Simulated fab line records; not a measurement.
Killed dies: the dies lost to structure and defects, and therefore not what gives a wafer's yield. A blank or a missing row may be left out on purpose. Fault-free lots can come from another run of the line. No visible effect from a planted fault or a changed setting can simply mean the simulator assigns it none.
Which tool was responsible? :: flow n5 finfet :: 8 lots with 24 wafers sampled at 8 steps, on a route of 1938 steps

## WHAT EACH GAUGE READ, for each wafer
N5_BEOL_M4_RC_MEAS_101. Usual: DIBL_N 35.8 mV/V, standard deviation 1.7; DIBL_P 35.3 mV/V, standard deviation 2; IOFF_N 0.150 nA/um, standard deviation 0.026; IOFF_P 0.194 nA/um, standard deviation 0.029; ION_N 667 uA/um, standard deviation 11; ION_P 456 uA/um, standard deviation 7.1; SS_N 71.4 mV/dec, standard deviation 0.65; SS_P 73.1 mV/dec, standard deviation 0.64; VT_N 251 mV, standard deviation 3; VT_P -252 mV, standard deviation 3.2.
lot: L510
measured: day 12 05:59
on: prober-02
DIBL_N (mV/V): 34.0 32.6 36.1
DIBL_P (mV/V): 35.8 33.2 38.3
IOFF_N (nA/um): 0.141 0.123 0.184
IOFF_P (nA/um): 0.208 0.172 0.250
ION_N (uA/um): 676 667 680
ION_P (uA/um): 468 458 468
SS_N (mV/dec): 70.9 70.8 71.3
SS_P (mV/dec): 72.7 71.9 73.2
VT_N (mV): 250 251 247
VT_P (mV): -249 -251 -243
flag: 

lot: L511
measured: day 12 09:15
on: prober-01
DIBL_N (mV/V): 36.8 36.0 36.3
DIBL_P (mV/V): 35.8 34.6 36.0
IOFF_N (nA/um): 0.160 0.148 0.154
IOFF_P (nA/um): 0.220 0.216 0.232
ION_N (uA/um): 670 672 666
ION_P (uA/um): 466 463 463
SS_N (mV/dec): 71.6 71.1 71.7
SS_P (mV/dec): 73.3 73.3 73.3
VT_N (mV): 251 250 250
VT_P (mV): -246 -245 -246
flag: 

lot: L513
measured: day 12 12:49
on: prober-02
DIBL_N (mV/V): 33.9 35.7 36.5
DIBL_P (mV/V): 32.9 34.6 34.1
IOFF_N (nA/um): 0.124 0.149 0.156
IOFF_P (nA/um): 0.169 0.199 0.182
ION_N (uA/um): 660 673 665
ION_P (uA/um): 451 465 450
SS_N (mV/dec): 71.0 70.5 70.8
SS_P (mV/dec): 72.6 72.7 72.6
VT_N (mV): 254 252 251
VT_P (mV): -252 -251 -254
flag: 

lot: L512
measured: day 12 13:01
on: prober-01
DIBL_N (mV/V): 34.5 33.9 35.6
DIBL_P (mV/V): 36.0 34.6 36.7
IOFF_N (nA/um): 0.148 0.136 0.175
IOFF_P (nA/um): 0.217 0.202 0.238
ION_N (uA/um): 665 660 671
ION_P (uA/um): 464 463 462
SS_N (mV/dec): 71.5 70.9 71.9
SS_P (mV/dec): 73.9 72.9 73.8
VT_N (mV): 250 251 247
VT_P (mV): -247 -250 -246
flag: 

lot: L521
measured: day 14 15:12
on: prober-02
DIBL_N (mV/V): 36.4 35.6 38.0
DIBL_P (mV/V): 34.8 34.5 37.2
IOFF_N (nA/um): 0.156 0.137 0.190
IOFF_P (nA/um): 0.168 0.160 0.194
ION_N (uA/um): 648 665 679
ION_P (uA/um): 436 450 455
SS_N (mV/dec): 72.4 71.5 72.3
SS_P (mV/dec): 73.4 73.4 74.3
VT_N (mV): 254 251 248
VT_P (mV): -253 -254 -253
flag: 

lot: L520
measured: day 14 15:55
on: prober-01
DIBL_N (mV/V): 38.3 34.6 37.8
DIBL_P (mV/V): 35.3 32.8 36.3
IOFF_N (nA/um): 0.174 0.125 0.165
IOFF_P (nA/um): 0.187 0.152 0.194
ION_N (uA/um): 662 664 672
ION_P (uA/um): 449 457 459
SS_N (mV/dec): 72.7 70.5 71.2
SS_P (mV/dec): 73.4 71.7 72.6
VT_N (mV): 247 250 249
VT_P (mV): -253 -254 -252
flag: 

lot: L523
measured: day 15 02:43
on: prober-01
DIBL_N (mV/V): 33.6 33.7 33.3
DIBL_P (mV/V): 33.6 32.3 32.0
IOFF_N (nA/um): 0.139 0.123 0.122
IOFF_P (nA/um): 0.173 0.147 0.149
ION_N (uA/um): 664 652 652
ION_P (uA/um): 454 452 445
SS_N (mV/dec): 70.7 70.9 70.9
SS_P (mV/dec): 72.6 71.9 72.5
VT_N (mV): 250 254 251
VT_P (mV): -253 -257 -256
flag: 

lot: L524
measured: day 15 08:19
on: prober-01
DIBL_N (mV/V): 34.3 36.6 34.5
DIBL_P (mV/V): 34.8 37.6 35.9
IOFF_N (nA/um): 0.117 0.153 0.129
IOFF_P (nA/um): 0.170 0.217 0.184
ION_N (uA/um): 668 666 674
ION_P (uA/um): 463 458 463
SS_N (mV/dec): 70.9 71.9 71.3
SS_P (mV/dec): 73.4 73.2 73.1
VT_N (mV): 255 253 252
VT_P (mV): -253 -251 -253
flag: 

N5_BEOL_M13_THK_MEAS_01. Usual: for M13_ILD_THK the level is 841 nm and the standard deviation is 10.
lot: L510
measured: day 15 03:20
on: film metro-01
M13_ILD_THK (nm): 838 837 843
flag: 

lot: L511
measured: day 15 09:46
on: film metro-01
M13_ILD_THK (nm): 825 846 837
flag: 

lot: L513
measured: day 15 06:30
on: film metro-02
M13_ILD_THK (nm): 828 840 837
flag: 

lot: L512
measured: day 15 14:07
on: film metro-01
M13_ILD_THK (nm): 840 861 858
flag: 

lot: L521
measured: day 17 21:53
on: film metro-01
M13_ILD_THK (nm): 841 834 842
flag: 

lot: L520
measured: day 17 22:06
on: film metro-01
M13_ILD_THK (nm): 827 823 850
flag: 

lot: L523
measured: day 18 15:41
on: film metro-01
M13_ILD_THK (nm): 823 828 853
flag: 

lot: L524
measured: day 18 13:44
on: film metro-02
M13_ILD_THK (nm): 828 854 854
flag: 

N5_BEOL_M13_THK_MEAS_50: measures by xrf. Usual: for M13_THK the level is 418 nm and the standard deviation is 7.
lot: L510
measured: day 15 08:36
on: film metro-01
M13_THK (nm): 961 958 947
flag: OFF

lot: L511
measured: day 15 14:31
on: film metro-02
M13_THK (nm): 939 946 932
flag: OFF

lot: L513
measured: day 15 12:57
on: film metro-02
M13_THK (nm): 935 948 937
flag: OFF

lot: L512
measured: day 15 17:37
on: film metro-01
M13_THK (nm): 426 430 432
flag: 

lot: L521
measured: day 18 02:10
on: film metro-01
M13_THK (nm): 413 420 409
flag: 

lot: L520
measured: day 18 04:28
on: film metro-01
M13_THK (nm): 419 412 418
flag: 

lot: L523
measured: day 18 23:30
on: film metro-02
M13_THK (nm): 426 423 420
flag: 

lot: L524
measured: day 18 18:17
on: film metro-02
M13_THK (nm): 418 418 424
flag: 

N5_BEOL_M13_RS_MEAS_54: the measuring method here is four-point-probe. Usual: for M13_RS the level is 0.0452 ohm/sq and the standard deviation is 0.00064.
lot: L510
measured: day 15 08:44
on: film metro-02
M13_RS (ohm/sq): 0.0177 0.0177 0.0180
flag: OFF

lot: L511
measured: day 15 14:38
on: film metro-01
M13_RS (ohm/sq): 0.0182 0.0182 0.0184
flag: OFF

lot: L513
measured: day 15 13:05
on: film metro-02
M13_RS (ohm/sq): 0.0180 0.0178 0.0180
flag: OFF

lot: L512
measured: day 15 17:44
on: film metro-01
M13_RS (ohm/sq): 0.0448 0.0444 0.0440
flag: 

lot: L521
measured: day 18 02:17
on: film metro-02
M13_RS (ohm/sq): 0.0450 0.0442 0.0456
flag: 

lot: L520
measured: day 18 04:35
on: film metro-01
M13_RS (ohm/sq): 0.0454 0.0458 0.0453
flag: 

lot: L523
measured: day 18 23:38
on: film metro-02
M13_RS (ohm/sq): 0.0441 0.0444 0.0449
flag: 

lot: L524
measured: day 18 18:25
on: film metro-02
M13_RS (ohm/sq): 0.0448 0.0446 0.0438
flag: 

N5_BEOL_M13_INSPECT_55: inspects for defects (darkfield). Usual: raw defect count at 68, with a standard deviation of 20.
lot: L510
measured: day 15 08:45
on: defect inspect-02
raw defect count: 3224 3112 3155
flag: OFF

lot: L511
measured: day 15 14:40
on: defect inspect-01
raw defect count: 3004 3134 3045
flag: OFF

lot: L513
measured: day 15 13:06
on: defect inspect-02
raw defect count: 3167 3065 3090
flag: OFF

lot: L512
measured: day 15 17:46
on: defect inspect-01
raw defect count: 54 82 63
flag: 

lot: L521
measured: day 18 02:19
on: defect inspect-01
raw defect count: 79 60 55
flag: 

lot: L520
measured: day 18 04:37
on: defect inspect-02
raw defect count: 50 51 62
flag: 

lot: L523
measured: day 18 23:39
on: defect inspect-01
raw defect count: 58 70 58
flag: 

lot: L524
measured: day 18 18:26
on: defect inspect-01
raw defect count: 54 81 68
flag: 

## WHAT TOOL EACH LOT RAN ON (gives the tool, then ch and the chambers of the sampled wafers, and finally the start)
lot: L510
N5_BEOL_M13_DESCUM_15: rie diel-02 ch 1,2,3, day 15 03:50
N5_BEOL_M13_SPUTTER_45: pvd sputter-01, day 15 07:44
N5_BEOL_M13_CMP_49: cmp-02 ch 1,2,3, day 15 08:18

lot: L511
N5_BEOL_M13_DESCUM_15: rie diel-02 ch 1,2,3, day 15 10:16
N5_BEOL_M13_SPUTTER_45: pvd sputter-01, day 15 13:19
N5_BEOL_M13_CMP_49: cmp-01 ch 0,1,3, day 15 14:17

lot: L513
N5_BEOL_M13_DESCUM_15: rie diel-06 ch 0,1,3, day 15 07:02
N5_BEOL_M13_SPUTTER_45: pvd sputter-02, day 15 12:04
N5_BEOL_M13_CMP_49: cmp-01 ch 0,2,3, day 15 12:39

lot: L512
N5_BEOL_M13_DESCUM_15: rie diel-05 ch 0,3, day 15 14:31
N5_BEOL_M13_SPUTTER_45: pvd sputter-02, day 15 16:43
N5_BEOL_M13_CMP_49: cmp-02 ch 0,1,2, day 15 17:21

lot: L521
N5_BEOL_M13_DESCUM_15: rie diel-05 ch 2,3, day 17 22:17
N5_BEOL_M13_SPUTTER_45: pvd sputter-01, day 18 01:09
N5_BEOL_M13_CMP_49: cmp-01 ch 2,3, day 18 01:54

lot: L520
N5_BEOL_M13_DESCUM_15: rie diel-05 ch 0,2,3, day 17 22:37
N5_BEOL_M13_SPUTTER_45: pvd sputter-01, day 18 03:35
N5_BEOL_M13_CMP_49: cmp-02 ch 0,1, day 18 04:10

lot: L523
N5_BEOL_M13_DESCUM_15: rie diel-02 ch 1,2, day 18 16:04
N5_BEOL_M13_SPUTTER_45: pvd sputter-02, day 18 22:38
N5_BEOL_M13_CMP_49: cmp-01 ch 0,3, day 18 23:14

lot: L524
N5_BEOL_M13_DESCUM_15: rie diel-02 ch 0,1, day 18 14:16
N5_BEOL_M13_SPUTTER_45: pvd sputter-01, day 18 17:23
N5_BEOL_M13_CMP_49: cmp-02 ch 0,1, day 18 18:01
- N5_BEOL_M13_DESCUM_15: chemistry O2, time 7.9 s.
- N5_BEOL_M13_SPUTTER_45: material Cu, target thk 80 nm, time 13.33 s.
- N5_BEOL_M13_CMP_49: polishes, stops on SiOC, t overpolish 17.1 s, target thk 420 nm.

## AS READ BY THE TOOLS THEMSELVES (means over the sampled wafers that have a number; for cases with no such wafer, the mark the record gives instead)
N5_BEOL_M13_DESCUM_15. Usual: drypump motor current A 5.8 A, standard deviation 0.45; oes product au 0.81 a.u., standard deviation 0.096; rf fwd power W 49.41 W, standard deviation 0.21; rf vpp V 243.0 V, standard deviation 1.5; showerhead plenum p Torr 2.08 Torr, standard deviation 0.083; throttle valve pct 20.5 %, standard deviation 0.33.
lot: L510
tool: rie diel-02
drypump motor current A (A): 5.7
oes product au (a.u.): 0.80
rf fwd power W (W): 49.39
rf vpp V (V): 243.2
showerhead plenum p Torr (Torr): 2.11
throttle valve pct (%): 20.5
flag: 

lot: L511
tool: rie diel-02
drypump motor current A (A): 5.7
oes product au (a.u.): 0.80
rf fwd power W (W): 49.29
rf vpp V (V): 244.0
showerhead plenum p Torr (Torr): 2.11
throttle valve pct (%): 20.6
flag: 

lot: L513
tool: rie diel-06
drypump motor current A (A): 5.9
oes product au (a.u.): 0.70
rf fwd power W (W): 49.54
rf vpp V (V): 241.1
showerhead plenum p Torr (Torr): 1.98
throttle valve pct (%): 20.8
flag: 

lot: L512
tool: rie diel-05
drypump motor current A (A): 5.6
oes product au (a.u.): 0.91
rf fwd power W (W): 49.49
rf vpp V (V): 242.6
showerhead plenum p Torr (Torr): 2.04
throttle valve pct (%): 20.2
flag: 

lot: L521
tool: rie diel-05
drypump motor current A (A): 5.5
oes product au (a.u.): 0.86
rf fwd power W (W): 49.38
rf vpp V (V): 243.0
showerhead plenum p Torr (Torr): 2.10
throttle valve pct (%): 20.3
flag: 

lot: L520
tool: rie diel-05
drypump motor current A (A): 5.6
oes product au (a.u.): 0.83
rf fwd power W (W): 49.45
rf vpp V (V): 242.9
showerhead plenum p Torr (Torr): 2.08
throttle valve pct (%): 20.4
flag: 

lot: L523
tool: rie diel-02
drypump motor current A (A): 5.7
oes product au (a.u.): 0.76
rf fwd power W (W): 49.48
rf vpp V (V): 242.4
showerhead plenum p Torr (Torr): 2.07
throttle valve pct (%): 20.5
flag: 

lot: L524
tool: rie diel-02
drypump motor current A (A): 6.3
oes product au (a.u.): 0.83
rf fwd power W (W): 49.18
rf vpp V (V): 243.8
showerhead plenum p Torr (Torr): 2.14
throttle valve pct (%): 20.0
flag: 

N5_BEOL_M13_SPUTTER_45. Usual: cathode dc power W 26000 W, standard deviation 4.5; throttle valve pct 29.8 %, standard deviation 1.1.
lot: L510
tool: pvd sputter-01
cathode dc power W (W): 25998
throttle valve pct (%): 29.6
flag: 

lot: L511
tool: pvd sputter-01
cathode dc power W (W): 26002
throttle valve pct (%): 29.5
flag: 

lot: L513
tool: pvd sputter-02
cathode dc power W (W): 26000
throttle valve pct (%): 29.9
flag: 

lot: L512
tool: pvd sputter-02
cathode dc power W (W): 26004
throttle valve pct (%): 29.7
flag: 

lot: L521
tool: pvd sputter-01
cathode dc power W (W): 25999
throttle valve pct (%): 29.2
flag: 

lot: L520
tool: pvd sputter-01
cathode dc power W (W): 25995
throttle valve pct (%): 30.3
flag: 

lot: L523
tool: pvd sputter-02
cathode dc power W (W): 26002
throttle valve pct (%): 29.9
flag: 

lot: L524
tool: pvd sputter-01
cathode dc power W (W): 25999
throttle valve pct (%): 28.5
flag: 

N5_BEOL_M13_CMP_49. Usual: barrier field endpoint s 30.1 s, standard deviation 0.63; clearing platen down force psi 1.500 psi, standard deviation 0.003; motor current A 6.1 A, standard deviation 0.59; overpolish run s 17.099 s, standard deviation 0.009; slurry filter dp kPa 13.50 kPa, standard deviation 0.14; slurry flow ml min 150.1, standard deviation 0.45.
lot: L510
tool: cmp-02
barrier field endpoint s (s): -
clearing platen down force psi (psi): -
motor current A (A): -
overpolish run s (s): -
slurry filter dp kPa (kPa): -
slurry flow ml min: -
flag: OFF

lot: L511
tool: cmp-01
barrier field endpoint s (s): -
clearing platen down force psi (psi): -
motor current A (A): -
overpolish run s (s): -
slurry filter dp kPa (kPa): -
slurry flow ml min: -
flag: OFF

lot: L513
tool: cmp-01
barrier field endpoint s (s): -
clearing platen down force psi (psi): -
motor current A (A): -
overpolish run s (s): -
slurry filter dp kPa (kPa): -
slurry flow ml min: -
flag: OFF

lot: L512
tool: cmp-02
barrier field endpoint s (s): 30.5
clearing platen down force psi (psi): 1.504
motor current A (A): 6.3
overpolish run s (s): 17.097
slurry filter dp kPa (kPa): 13.35
slurry flow ml min: 149.7
flag: 

lot: L521
tool: cmp-01
barrier field endpoint s (s): 30.3
clearing platen down force psi (psi): 1.504
motor current A (A): 6.1
overpolish run s (s): 17.096
slurry filter dp kPa (kPa): 13.59
slurry flow ml min: 150.1
flag: 

lot: L520
tool: cmp-02
barrier field endpoint s (s): 29.9
clearing platen down force psi (psi): 1.500
motor current A (A): 6.0
overpolish run s (s): 17.099
slurry filter dp kPa (kPa): 13.47
slurry flow ml min: 150.1
flag: 

lot: L523
tool: cmp-01
barrier field endpoint s (s): 30.1
clearing platen down force psi (psi): 1.501
motor current A (A): 5.7
overpolish run s (s): 17.103
slurry filter dp kPa (kPa): 13.48
slurry flow ml min: 150.1
flag: 

lot: L524
tool: cmp-02
barrier field endpoint s (s): 29.8
clearing platen down force psi (psi): 1.502
motor current A (A): 6.3
overpolish run s (s): 17.091
slurry filter dp kPa (kPa): 13.50
slurry flow ml min: 150.0
flag: 

## THE ANSWER, worked out from the rows above alone
Rule: take the mean of a lot's wafers that have a number; if it is more than 3 standard deviations from the usual mean, the lot is off. A lot without any number at a reading at which 4 lots or more have one is off too. Where the step has rows for the other lots, those lots are counted as sound. Order of review: gauges by route order, followed by the tools' own readings, for which a lot's mean as printed above is used. At the first step where some lot is off, the reading lying furthest off is the one used; lots without a number count as furthest.
Off: L510, L511, L513, seen at N5_BEOL_M13_THK_MEAS_50 (M13_THK).
A tool fits if, at a process step before that reading, it ran every lot that is off, and no sound lot after the first of them. The gauges at N5_BEOL_M13_THK_MEAS_50 aren't tried: what is off there is off at N5_BEOL_M13_INSPECT_55 too, on other tools, and a gauge's error can't cause that. No candidate that was tried fits.

## WHAT THE SIMULATOR PUT IN
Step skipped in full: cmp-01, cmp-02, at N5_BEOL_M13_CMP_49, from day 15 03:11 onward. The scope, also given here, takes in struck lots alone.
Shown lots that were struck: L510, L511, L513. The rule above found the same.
